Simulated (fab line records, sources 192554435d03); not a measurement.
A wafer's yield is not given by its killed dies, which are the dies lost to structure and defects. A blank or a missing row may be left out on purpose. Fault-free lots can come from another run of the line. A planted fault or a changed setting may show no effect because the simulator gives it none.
One fault through the eyes of 3 desks -- flow n5 finfet -- numbers are kept per desk, each desk with only its own; the story behind them comes last

METROLOGY DESK
What the gauges read for every lot (on any tool): the sampled wafers with a number, averaged. If a lot's mean is further than 4 standard deviations from the usual mean, the lot is out of limits and carries the mark OUT (the distance appears in the brackets).
Columns: A = cd nm at N5_BEOL_M6_CD_MEAS_28, usual 39.93 nm; B = V5_OVL at N5_BEOL_M6_OVL_MEAS_29, usual 0.3 nm
lot,first seen here,A,B
L157,day 13 01:43,39.93,-0.2
L160,day 13 10:38,39.70,-0.4
L165,day 14 21:05,40.14,0.0
L167,day 15 00:56,39.91,0.3
L172,day 15 14:51,39.94,0.4
L175,day 17 19:32,39.64,0.5
L177,day 17 21:07,39.92,0.6
Finding of this desk: none of the 7 lots has anything out of limits.

THE DEFECT DESK
Counts from the inspections along the route, per lot, as means over the sampled wafers that have a number. If a lot's mean is further than 4 standard deviations from the usual mean, the lot is out of limits and carries the mark OUT (the distance appears in the brackets).
Columns: A = raw defect count at N5_BEOL_M6_INSPECT_30, usual 383
lot,first seen here,A
L157,day 13 01:49,429
L160,day 13 10:43,341
L165,day 14 21:10,443
L167,day 15 01:01,324
L172,day 15 14:56,348
L175,day 17 19:37,282
L177,day 17 21:11,378
Finding of this desk: none of the 7 lots has anything out of limits.

TOOL OWNER'S DESK, rie diel-01
The tool's own readings at N5_BEOL_M6_VIA_ETCH_34 (etches SiCOH lowk in C4F6/O2, target depth 126.3 nm, time 50.9 s): means of the sampled wafers that have a number, for each lot that ran on this tool. If a lot's mean is further than 4 standard deviations from the usual mean, the lot is out of limits and carries the mark OUT (the distance appears in the brackets).
Columns: A = drypump motor current A at N5_BEOL_M6_VIA_ETCH_34, usual 5.68 A; B = oes_ar_750_au at N5_BEOL_M6_VIA_ETCH_34, usual 0.79 a.u.; C = oes product au at N5_BEOL_M6_VIA_ETCH_34, usual 0.79 a.u.; D = rf vpp V at N5_BEOL_M6_VIA_ETCH_34, usual 668 V; E = showerhead plenum p Torr at N5_BEOL_M6_VIA_ETCH_34, usual 2.81 Torr; F = throttle valve pct at N5_BEOL_M6_VIA_ETCH_34, usual 20.92 %
lot,first seen here,A,B,C,D,E,F
L157,day 13 02:01,5.60,0.79,0.81,685,2.90,20.98
L165,day 14 21:23,5.64,0.78,0.93,670,2.86,21.04
L167,day 15 01:28,5.78,0.78,0.92,690,2.79,20.98
L172,day 15 15:08,5.71,0.81,0.98,701,2.87,20.79
Finding of this desk: none of the 4 lots has anything out of limits.

BROUGHT TOGETHER
Metrology desk: nothing out of limits seen.
Nothing out of limits was seen by the defect desk.
The tool owner's desk saw nothing out of limits.

WHAT HAD BEEN PUT IN BY THE SIMULATOR
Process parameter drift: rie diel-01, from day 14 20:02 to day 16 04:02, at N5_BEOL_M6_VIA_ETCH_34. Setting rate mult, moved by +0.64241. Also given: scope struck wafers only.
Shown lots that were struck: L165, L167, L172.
